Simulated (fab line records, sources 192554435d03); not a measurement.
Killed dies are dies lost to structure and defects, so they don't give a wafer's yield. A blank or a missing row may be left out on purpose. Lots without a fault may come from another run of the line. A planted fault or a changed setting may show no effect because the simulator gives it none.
Chamber matching | flow n5_finfet | N5_BEOL_M0_SAQP_SPACER1_ALD_98 on ald_sin-01: 4 sister chambers
The step deposits SiO2, target thk 12.8 nm, pulse time 1 s, purge time 2 s. 8 wafers are shown with their chamber, then 8 later ones without.

WAFERS WITH THEIR CHAMBER
wafer  | chamber | heater_power_w (W) | chamber_pressure_Torr (Torr)
L076.3 | 0       | 454                | 2.004
L076.5 | 3       | 519                | 1.999
L077.2 | 0       | 457                | 2.005
L077.3 | 1       | 446                | 2.000
L077.4 | 3       | 539                | 1.998
L078.1 | 1       | 445                | 2.001
L078.5 | 2       | 519                | 2.001
L084.1 | 2       | 529                | 2.005

WAFERS WITHOUT THEIR CHAMBER
wafer  | heater_power_w (W) | chamber_pressure_Torr (Torr)
L084.2 | 442                | 2.001
L084.6 | 426                | 1.999
L085.3 | 524                | 2.000
L085.5 | 540                | 2.003
L085.6 | 458                | 1.997
L092.2 | 432                | 2.005
L092.4 | 545                | 1.999
L092.5 | 532                | 1.997

WHICH CHAMBER EACH WENT THROUGH
wafer  | from the rows above     | in truth
L084.2 | 1                       | 1
L084.6 | 1                       | 1
L085.3 | can't be placed: 3 or 2 | 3
L085.5 | can't be placed: 2 or 3 | 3
L085.6 | 1                       | 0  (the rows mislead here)
L092.2 | can't be placed: 0 or 1 | 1
L092.4 | can't be placed: 3 or 2 | 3
L092.5 | 3                       | 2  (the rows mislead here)
Placed correctly: 2 of 8. Can't be placed from these rows: 4 (the true chamber is among the candidates in 4). Placed wrongly: 2.
How it was worked out, from the rows above alone: a wafer's distance from a chamber is the root of the sum, over the readings, of the square of ((its reading less the chamber's mean) divided by the reading's scatter). The wafer belongs to the nearest chamber; if the next one is less than 2 further off, it can't be placed. A chamber's mean is the mean of its shown wafers. The scatter: the root of (the sum of the squares of (reading less its chamber's mean) over the shown wafers, divided by (wafers less chambers)).
